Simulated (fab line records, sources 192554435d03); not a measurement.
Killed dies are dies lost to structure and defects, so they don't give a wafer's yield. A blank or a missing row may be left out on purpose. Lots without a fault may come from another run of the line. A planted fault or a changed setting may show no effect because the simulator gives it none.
fab line records | flow n5_finfet
record lots=6 wafers=18 last_day=16
route steps=1938 shown SD_ACTIVATION@331 ILD0@335 BEOL_M4@1111 PASSIVATION@1936
lots that met no fault: from a run of the same line without faults
start_h: hours from the record's first day to the start of the lot's first wafer shown | wait_h: hours since the lot's step before | " the same as in the row above | L1.1+2: a row that stands for several wafers | - no value, or no start given | * or withheld: withheld | < > ~ a bound
route shown NAME@n: a module of which the file shows steps, and the number in the route of the first | usual: mean/standard deviation of fault-free wafers | same: alike in all rows | chamber/n: place in a boat | sites: the reading at each site | _std_site: their standard deviation | _edge_site: outer sites' mean less inner sites' | radius_mm: how far each site lies from the wafer's centre | mask NAME#n: copy n | behind: the tool/chamber that last shaped the wafer | hold: why the lot was held/for how many hours/how that ended | device: the transistor (n, p or np) that didn't switch | end of line: the same wafers' tests at the end of the route | a step without rows: its recipe alone | killed: dies lost to structure and defects at the first sort, not the wafer's yield | map: a wafer's dies, x killed, . not, _ none there
set.NAME: the setting as run; set.NAME@STEP: as run at that earlier step | model.NAME: the simulator's own value behind a step, which no gauge read
lots at some steps of the route; a table a step, a row a wafer
services: from which hour (start_h, from the record's first day; less than 0 if before it) a tool's chamber was out of use, for how many hours, and why
## steps
# step N5_SD_ACTIVATION_LSA_01
# recipe temp_c=1080 time_s=0.0008 ambient=N2
# usual wafer_temp_C_max=1084.2/0.96
# columns lot.wafer tool chamber start_h wait_h wafer_temp_C_max
L777.3 laser_anneal-02 0 70.18 0.2 1086.0
L777.5 " 0 " " 1082.9
L777.6 " 0 " " 1084.6
L780.3 laser_anneal-01 0 87.48 0.2 1083.6
L780.4 " 0 " " 1084.0
L780.5 " 0 " " 1084.7
L782.1 laser_anneal-01 0 99.34 0.2 1086.2
L782.4 " 0 " " 1085.8
L782.5 " 0 " " 1085.0
L787.2 laser_anneal-02 0 133.49 0.2 1084.1
L787.3 " 0 " " 1083.9
L787.6 " 0 " " 1084.1
L791.1 laser_anneal-02 0 153.55 0.2 1083.1
L791.2 " 0 " " 1083.7
L791.3 " 0 " " 1084.2
L796.2 laser_anneal-01 0 182.57 0.2 1083.2
L796.4 " 0 " " 1085.5
L796.6 " 0 " " 1083.6
# step N5_SD_ACTIVATION_RS_MEAS_03
# recipe thk_meas_gauge=four-point-probe
# usual RS_SD_N=21.91/0.29 RS_SD_P=56.4/0.82
# columns lot.wafer tool chamber start_h wait_h RS_SD_N[ohm/sq] RS_SD_P[ohm/sq]
L777.3 film_metro-02 - 70.38 0.2 21.55 56.7
L777.5 " - " " 21.27 56.3
L777.6 " - " " 21.53 55.9
L780.3 film_metro-02 - 87.67 0.2 22.72 55.8
L780.4 " - " " 22.06 56.0
L780.5 " - " " 22.33 55.1
L782.1 film_metro-02 - 99.54 0.2 21.81 57.4
L782.4 " - " " 22.17 57.6
L782.5 " - " " 21.69 56.9
L787.2 film_metro-01 - 133.68 0.2 21.89 55.7
L787.3 " - " " 22.38 56.2
L787.6 " - " " 22.40 55.3
L791.1 film_metro-01 - 153.76 0.2 21.51 56.4
L791.2 " - " " 21.55 57.2
L791.3 " - " " 21.90 57.5
L796.2 film_metro-01 - 182.77 0.2 21.68 56.9
L796.4 " - " " 22.06 57.8
L796.6 " - " " 22.18 57.4
# step N5_SD_ACTIVATION_INSPECT_02
# recipe inspect_instrument=darkfield mode=post_anneal
# usual raw_defect_count=167/35
# columns lot.wafer tool chamber start_h wait_h raw_defect_count
L777.3 defect_inspect-01 - 70.66 0.1 167
L777.5 " - " " 160
L777.6 " - " " 180
L780.3 defect_inspect-02 - 87.95 0.1 188
L780.4 " - " " 139
L780.5 " - " " 222
L782.1 defect_inspect-01 - 99.87 0.2 126
L782.4 " - " " 146
L782.5 " - " " 147
L787.2 defect_inspect-01 - 133.98 0.1 151
L787.3 " - " " 168
L787.6 " - " " 145
L791.1 defect_inspect-01 - 154.08 0.2 228
L791.2 " - " " 143
L791.3 " - " " 211
L796.2 defect_inspect-02 - 183.07 0.1 219
L796.4 " - " " 185
L796.6 " - " " 166
# step N5_ILD0_LINER_00
# recipe material=SiNx target_thk_a=40 temp_c=400 ald_precursor_family=SiH2I2 ald_co_reactant=N2/H2-plasma pulse_time_s=1 purge_time_s=2 co_reactant_purge_time_s=2 ald_cycles=80 pressure_torr=2
# usual chamber_pressure_Torr=2.000/0.0038 heater_power_w=828/82 precursor_pulse_height_rel=1.000/0.02
# columns lot.wafer tool chamber start_h wait_h chamber_pressure_Torr heater_power_w precursor_pulse_height_rel since_wet_clean_h
L777.3 ald_sin-01 3 70.70 0.0 2.000 796 1.011 169
L777.5 " 1 " " 1.999 764 0.992 -
L777.6 " 0 " " 1.999 960 1.000 -
L780.3 ald_sin-03 2 87.98 0.0 2.007 763 0.988 80
L780.4 " 3 " " 1.994 927 0.974 80
L780.5 " 1 " " 2.001 791 0.993 -
L782.1 ald_sin-03 1 100.30 0.4 2.005 815 1.042 93
L782.4 " 1 " " 1.998 800 0.965 -
L782.5 " 2 " " 1.997 773 0.984 -
L787.2 ald_sin-01 1 134.02 0.0 2.004 766 1.028 232
L787.3 " 3 " " 2.005 788 0.996 232
L787.6 " 0 " " 2.000 952 1.003 -
L791.1 ald_sin-02 2 154.11 0.0 2.001 752 1.030 343
L791.2 " 1 " " 1.996 947 1.036 343
L791.3 " 3 " " 2.004 695 0.990 343
L796.2 ald_sin-03 0 184.23 1.2 2.002 804 1.013 177
L796.4 " 3 " " 1.998 940 1.008 177
L796.6 " 0 " " 1.997 797 1.001 -
# step N5_ILD0_FCVD_FILL_01
# recipe material=SiO2_flowable target_thk_a=2000 temp_c=100 pressure_torr=0.8 rf_w=2000 time_s=328.3
# step N5_ILD0_CURE_02
# recipe temp_c=450 time_s=1800 ambient=steam idle_temp_c=400 ramp_up_c_per_min=5 ramp_down_c_per_min=3 densification_p_h2o_torr=640
# step N5_ILD0_CMP_03
# recipe stop_on=SiNx t_overpolish_s=1.9 post_cmp_clean=alkaline_brush down_force_psi=4.1491 platen_rpm=51.796 pad_velocity_m_s=1.0306 target_thk_nm=197.38
# usual motor_current_A=13.3/1.9 overpolish_run_s=1.901/0.0095 time_to_endpoint_s=71/5.4
# columns lot.wafer tool chamber start_h wait_h motor_current_A overpolish_run_s time_to_endpoint_s
L777.3 cmp-03 3 73.17 0.1 11.5 1.891 60
L777.5 " 0 " " 10.7 1.912 70
L777.6 " 1 " " 17.6 1.896 62
L780.4 cmp-02 2 90.35 0.0 11.0 1.895 77
L780.3 " 1 " " 14.9 1.915 79
L780.5 " 2 " " 11.8 1.897 74
L782.1 cmp-03 1 102.67 0.0 17.5 1.902 68
L782.4 " 0 " " 10.8 1.910 73
L782.5 " 2 " " 12.7 1.887 67
L787.2 cmp-02 2 136.42 0.1 11.5 1.903 74
L787.3 " 0 " " 12.9 1.887 74
L787.6 " 2 " " 11.5 1.911 75
L791.2 cmp-04 3 156.49 0.0 14.2 1.905 74
L791.1 " 1 " " 14.6 1.916 68
L791.3 " 2 " " 11.7 1.881 72
L796.4 cmp-03 3 186.60 0.0 11.6 1.890 70
L796.2 " 0 " " 10.7 1.880 81
L796.6 " 0 " " 10.8 1.909 79
# step N5_ILD0_THK_MEAS_04
# usual thk_nm=197.3/1.4
# columns lot.wafer tool chamber start_h wait_h thk_nm
L777.3 film_metro-01 - 73.36 - 194.0
L777.5 " - " " 198.0
L777.6 " - " " 197.5
L780.3 film_metro-01 - 90.64 - 199.3
L780.4 " - " " 198.3
L780.5 " - " " 199.0
L782.1 film_metro-02 - 102.96 - 196.8
L782.4 " - " " 198.4
L782.5 " - " " 196.6
L787.2 film_metro-01 - 136.68 - 194.9
L787.3 " - " " 196.6
L787.6 " - " " 198.1
L791.1 film_metro-01 - 156.79 - 197.8
L791.2 " - " " 199.6
L791.3 " - " " 197.5
L796.2 film_metro-02 - 186.89 - 200.6
L796.4 " - " " 197.2
L796.6 " - " " 196.7
# step N5_ILD0_CMP_07
# recipe stop_on=poly-Si material=SiO2_flowable t_overpolish_s=1.18 post_cmp_clean=alkaline_brush down_force_psi=4.1491 platen_rpm=51.796 pad_velocity_m_s=1.0306 target_thk_nm=138.88
# usual motor_current_A=13.2/2
# columns lot.wafer tool chamber start_h wait_h motor_current_A
L777.3 cmp-02 3 73.42 0.1 14.0
L777.5 " 2 " " 11.4
L777.6 " 3 " " 13.6
L780.4 cmp-03 1 90.67 0.0 17.2
L780.3 " 0 " " 10.3
L780.5 " 1 " " 17.7
L782.1 cmp-04 1 103.03 0.1 14.0
L782.4 " 2 " " 11.7
L782.5 " 1 " " 14.5
L787.2 cmp-02 3 136.74 0.1 13.7
L787.3 " 0 " " 12.6
L787.6 " 2 " " 10.7
L791.2 cmp-02 3 156.86 0.1 14.3
L791.1 " 0 " " 12.6
L791.3 " 1 " " 15.5
L796.4 cmp-02 1 186.92 0.0 14.8
L796.2 " 0 " " 12.4
L796.6 " 1 " " 14.9
# step N5_ILD0_THK_MEAS_08
# usual thk_nm=138.5/1.2
# columns lot.wafer tool chamber start_h wait_h thk_nm
L777.3 film_metro-01 - 73.68 - 140.3
L777.5 " - " " 139.3
L777.6 " - " " 139.7
L780.3 film_metro-02 - 90.97 - 139.5
L780.4 " - " " 137.4
L780.5 " - " " 137.6
L782.1 film_metro-02 - 103.29 - 138.2
L782.4 " - " " 138.6
L782.5 " - " " 137.1
L787.2 film_metro-01 - 137.00 - 139.9
L787.3 " - " " 138.0
L787.6 " - " " 140.1
L791.1 film_metro-02 - 157.11 - 137.8
L791.2 " - " " 140.0
L791.3 " - " " 140.3
L796.2 film_metro-02 - 187.22 - 137.6
L796.4 " - " " 139.3
L796.6 " - " " 139.4
# step N5_ILD0_PRECLEAN_10
# recipe chemistry=NF3:NH3 afs_cycles=5 time_s=20 temp_c=30 sublimation_temp_c=180 sublimation_time_s=60 pressure_torr=3 rf_power_w=30
# step N5_ILD0_ALD_15
# recipe material=SiNx target_thk_a=240 temp_c=400 ald_precursor_family=SiH2I2 ald_co_reactant=N2/H2-plasma pulse_time_s=1 ald_cycles=480 purge_time_s=2 co_reactant_purge_time_s=2 pressure_torr=2
# usual ald_cycles=480/0 chamber_pressure_Torr=2.000/0.0041 heater_power_w=821/84 precursor_pulse_height_rel=1.001/0.018
# columns lot.wafer tool chamber start_h wait_h ald_cycles chamber_pressure_Torr heater_power_w precursor_pulse_height_rel since_wet_clean_h model.SiNx_of_ILD0_ALD_15.thk_nm
L777.3 ald_sin-03 2 74.40 0.4 480 2.006 787 1.034 67 24
L777.5 " 2 75.48 1.2 480 1.992 776 1.001 - 24
L777.6 " 3 " " 480 2.003 921 0.999 - 24
L780.3 ald_sin-03 1 91.68 0.4 480 1.996 802 1.022 84 24
L780.4 " 0 " " 518 2.000 778 1.045 84 26
L780.5 " 0 92.77 1.2 518 1.998 798 1.036 - 26
L782.1 ald_sin-03 2 104.01 0.6 480 1.994 763 1.010 97 23.8
L782.4 " 3 " " 518 2.010 924 0.979 97 26
L782.5 " 1 105.09 1.2 518 1.995 792 0.991 - 25.8
L787.2 ald_sin-02 2 137.72 0.5 480 2.006 765 1.007 327 24
L787.3 " 1 " " 480 1.992 959 0.986 327 24.2
L787.6 " 0 138.80 1.1 480 1.994 795 1.001 - 24
L791.1 ald_sin-01 1 158.06 0.8 480 1.997 748 1.014 256 24
L791.2 " 2 " " 480 2.005 860 0.985 256 24
L791.3 " 0 " " 480 2.005 986 0.986 256 24
L796.2 ald_sin-01 2 187.94 0.5 480 2.001 882 1.001 286 24
L796.4 " 3 " " 480 1.995 790 0.988 286 23.8
L796.6 " 3 189.02 1.1 480 1.993 794 0.983 - 23.8
# step N5_ILD0_CMP_12
# recipe stop_on=poly-Si material=SiNx t_overpolish_s=6 post_cmp_clean=alkaline_brush down_force_psi=2.5 platen_rpm=51.8 pad_velocity_m_s=1.0307 target_thk_nm=17.67
# usual motor_current_A=9.6/1.3
# columns lot.wafer tool chamber start_h wait_h motor_current_A
L777.3 cmp-04 2 76.60 1.1 9.2
L777.5 " 2 " " 8.7
L777.6 " 3 " " 10.6
L780.3 cmp-04 2 93.92 1.2 8.6
L780.4 " 3 " " 11.1
L780.5 " 1 " " 10.5
L782.4 cmp-04 1 106.24 1.2 10.9
L782.1 " 3 " " 10.5
L782.5 " 1 " " 10.3
L787.3 cmp-03 1 140.01 1.2 12.1
L787.2 " 2 " " 8.7
L787.6 " 0 " " 8.3
L791.3 cmp-03 0 160.26 1.1 7.8
L791.1 " 2 " " 9.7
L791.2 " 3 " " 8.1
L796.4 cmp-04 3 190.18 1.2 9.9
L796.2 " 0 " " 9.0
L796.6 " 2 " " 8.7
# step N5_BEOL_M4_RC_MEAS_101
# usual DIBL_N=36.7/2.4 DIBL_P=37.4/2.9 IOFF_N=0.18/0.05 IOFF_P=0.23/0.058 ION_N=683/16 ION_P=467/11 SS_N=71.7/0.77 SS_P=73.5/0.87 VT_N=249/4.3 VT_P=-250/4.4
# columns lot.wafer tool chamber start_h wait_h DIBL_N[mV/V] DIBL_P[mV/V] IOFF_N[nA/um] IOFF_P[nA/um] ION_N[uA/um] ION_P[uA/um] SS_N[mV/dec] SS_P[mV/dec] VT_N[mV] VT_P[mV]
L777.3 prober-01 0 173.56 0.3 40.5 39.3 0.25 0.24 689 462 72.2 73.7 243 -251
L777.5 " 0 " " 34.7 33.2 0.11 0.15 654 450 70.8 72.2 258 -257
L777.6 " 0 " " 41.1 41.3 0.24 0.27 692 461 72.6 74.0 247 -250
L780.3 prober-01 0 196.27 0.3 37.1 38.5 0.19 0.23 694 472 71.3 73.6 246 -250
L780.4 " 0 " " 39.4 43.2 0.25 0.34 710 486 72.3 74.7 245 -245
L780.5 " 0 " " 39.5 42.6 0.26 0.32 692 468 73.1 75.1 242 -246
L782.1 prober-02 0 202.78 0.0 39.8 40.4 0.26 0.29 707 472 73.0 73.8 242 -246
L782.4 " 0 " " 40.2 42.7 0.28 0.34 688 471 72.0 75.4 242 -245
L782.5 " 0 " " 33.9 35.4 0.14 0.19 661 460 70.8 73.2 251 -249
L787.2 prober-02 0 235.38 0.2 38.4 38.5 0.19 0.26 688 470 71.4 73.9 244 -246
L787.3 " 0 " " 36.6 36.0 0.14 0.21 675 462 71.2 72.9 253 -248
L787.6 " 0 " " 35.2 33.8 0.13 0.19 677 468 70.9 73.2 252 -251
L791.1 prober-01 0 258.88 0.0 39.3 40.9 0.21 0.28 704 478 72.0 73.9 249 -247
L791.2 " 0 " " 33.3 34.3 0.10 0.17 646 453 70.5 72.6 257 -253
L791.3 " 0 " " 39.0 41.1 0.20 0.28 682 467 72.2 73.9 247 -249
L796.2 prober-01 0 295.50 0.2 36.4 37.8 0.18 0.19 705 469 71.8 72.7 247 -258
L796.4 " 0 " " 35.4 36.3 0.16 0.17 694 462 71.7 73.0 248 -256
L796.6 " 0 " " 38.5 39.9 0.22 0.22 690 457 72.8 73.3 248 -254
# step N5_PASSIVATION_PROBE_49
# usual defect_limited_yield=91.4/1.6 killed_at_M0_to_M3=31/11 killed_at_M4_up=14/5.7 killed_at_contacts=12/6 killed_at_front_end=41/13 killed_at_other=3.3/2.8 killed_dies=101/19 killed_on_rim=13/3.9 killed_open=67/14 killed_short=33/8.2 sort_bin_4_leakage=0.0/0.37 sort_bin_5_function=5.0/1.1 sort_bin_6_memory=3.3/0.74 sort_n_pass=1078/20 sort_yield_pct=91.3/1.7
# same gross_dies=1180 killed_at_back_side=0 sort_bin_8_speed[%]=0
# columns lot.wafer tool chamber start_h wait_h defect_limited_yield[%] killed_at_M0_to_M3 killed_at_M4_up killed_at_contacts killed_at_front_end killed_at_other killed_dies killed_on_rim killed_open killed_short sort_bin_4_leakage[%] sort_bin_5_function[%] sort_bin_6_memory[%] sort_n_pass sort_yield_pct[%]
L780.3 prober-01 - 298.95 0.1 88.1 32 17 12 74 6 141 24 92 49 0 7.3 4.6 1039 88.1
L780.4 prober-01 - 299.00 0.2 90.6 32 16 18 43 2 111 19 73 38 0 5.9 3.1 1069 90.6
L780.5 prober-01 - 299.05 0.2 92.5 28 13 14 32 1 88 13 66 21 0.1 4.5 2.5 1091 92.5
L791.3 prober-02 - 368.48 0.1 91.9 24 19 17 35 1 96 12 72 24 0 4.7 3.4 1084 91.9
# killed by level:class
L780.3 STI_FIN_REVEAL:geometric_particle:open=20 FIN_SAQP:geometric_particle:short=17 BEOL_M2:geometric_particle:open=14 FIN_SAQP:geometric_particle:open=11 MOL_CONTACT_COAG:geometric_particle:open=8 BEOL_M0_SAQP:geometric_particle:open=6 STI_FIN_REVEAL:geometric_particle:short=5 GATE_CUT:geometric_particle:short=5
L780.4 MOL_CONTACT_COAG:geometric_particle:open=17 FIN_SAQP:geometric_particle:short=10 BEOL_M2:geometric_particle:open=9 BEOL_M3:geometric_particle:open=8 STI_FIN_REVEAL:geometric_particle:open=5 STARTING-WAFER:geometric_particle:short=5 FIN_SAQP:geometric_particle:open=4 DUMMY_GATE:geometric_particle:open=4
L780.5 MOL_CONTACT_COAG:geometric_particle:open=13 FIN_SAQP:geometric_particle:open=9 STI_FIN_REVEAL:geometric_particle:open=8 BEOL_M3:geometric_particle:open=8 BEOL_M6:geometric_particle:open=5 FIN_SAQP:geometric_particle:short=4 BEOL_M2:geometric_particle:short=4 STI_FIN_REVEAL:geometric_particle:short=3
L791.3 MOL_CONTACT_COAG:geometric_particle:open=14 STI_FIN_REVEAL:geometric_particle:open=8 BEOL_M0_SAQP:geometric_particle:open=8 BEOL_M4:geometric_particle:open=7 FIN_SAQP:geometric_particle:short=6 DUMMY_GATE:geometric_particle:open=6 BEOL_M1:geometric_particle:open=5 BEOL_M5:geometric_particle:open=5
## services
# columns tool chamber start_h hours kind
ald_sin-02 3 53.36 14.6 repair
cmp-02 - 82.18 4.6 pm
laser_anneal-02 - 86.49 1.3 pm
cmp-03 - 87.12 1.6 repair
cmp-02 - 94.45 6.7 repair
laser_anneal-01 - 114.49 0.5 repair
cmp-03 - 121.86 1.9 repair
cmp-04 - 123.58 4.3 pm
ald_sin-02 - 157.23 6.1 pm
ald_sin-02 1 167.07 5.7 repair
ald_sin-01 2 170.46 11.1 repair
cmp-04 - 176.16 0.5 repair
ald_sin-02 - 176.75 14.0 pm
ald_sin-02 0 176.75 14.0 vent_cycle
ald_sin-02 1 176.75 14.0 vent_cycle
ald_sin-02 2 176.75 14.0 vent_cycle
ald_sin-02 3 176.75 14.0 vent_cycle
cmp-04 - 183.18 3.0 repair
## key
first_sign step=N5_ILD0_ALD_15 reading=ald_cycles direction=up sigmas=99+ usual=* struck=*
effect none on later readings
model_effect step=N5_ILD0_ALD_15 value=SiNx_of_ILD0_ALD_15.thk_nm without=24 struck=25.95
met_at N5_ILD0_ALD_15
struck_wafers L780.4,L780.5,L782.4,L782.5
onset_between 74.40 91.68
fault kind=process_parameter_drift tool=ald_sin-03 chamber=- onset_h=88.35 steps=N5_ILD0_ALD_15 channel=ald_cycles offset=* shape=step end_h=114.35 scope=struck_wafers_only acts_in=* stated=*
